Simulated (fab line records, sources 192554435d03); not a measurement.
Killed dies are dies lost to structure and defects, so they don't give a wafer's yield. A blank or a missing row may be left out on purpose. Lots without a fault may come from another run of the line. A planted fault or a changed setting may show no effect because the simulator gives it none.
Chamber matching | flow n5_finfet | N5_BEOL_M6_VIA_ETCH_34 on rie_diel-05: 4 sister chambers
The step etches SiCOH lowk in C4F6/O2, target depth 126.3 nm, time 50.9 s. 8 wafers are shown with their chamber, then 10 later ones without.

WAFERS WITH THEIR CHAMBER
wafer  | chamber | showerhead_plenum_p_Torr (Torr) | rf_vpp_V (V)
L081.2 | 3       | 2.80                            | 660
L082.1 | 2       | 2.92                            | 665
L085.4 | 2       | 2.92                            | 666
L085.6 | 0       | 2.90                            | 650
L089.3 | 0       | 2.90                            | 649
L089.5 | 1       | 2.78                            | 662
L088.2 | 3       | 2.79                            | 660
L088.3 | 1       | 2.77                            | 660

WAFERS WITHOUT THEIR CHAMBER
wafer  | showerhead_plenum_p_Torr (Torr) | rf_vpp_V (V)
L088.6 | 2.79                            | 660
L092.1 | 2.91                            | 665
L092.2 | 2.77                            | 661
L092.4 | 2.89                            | 649
L094.1 | 2.89                            | 648
L094.3 | 2.91                            | 665
L094.4 | 2.77                            | 661
L096.2 | 2.89                            | 650
L096.5 | 2.79                            | 660
L096.6 | 2.89                            | 649

WHICH CHAMBER EACH WENT THROUGH
wafer  | from the rows above | in truth
L088.6 | 3                   | 3
L092.1 | 2                   | 2
L092.2 | 1                   | 1
L092.4 | 0                   | 0
L094.1 | 0                   | 0
L094.3 | 2                   | 2
L094.4 | 1                   | 1
L096.2 | 0                   | 0
L096.5 | 3                   | 3
L096.6 | 0                   | 0
Placed correctly: 10 of 10. Can't be placed from these rows: 0. Placed wrongly: 0.
How it was worked out, from the rows above alone: a wafer's distance from a chamber is the root of the sum, over the readings, of the square of ((its reading less the chamber's mean) divided by the reading's scatter). The wafer belongs to the nearest chamber; if the next one is less than 2 further off, it can't be placed. A chamber's mean is the mean of its shown wafers. The scatter: the root of (the sum of the squares of (reading less its chamber's mean) over the shown wafers, divided by (wafers less chambers)).
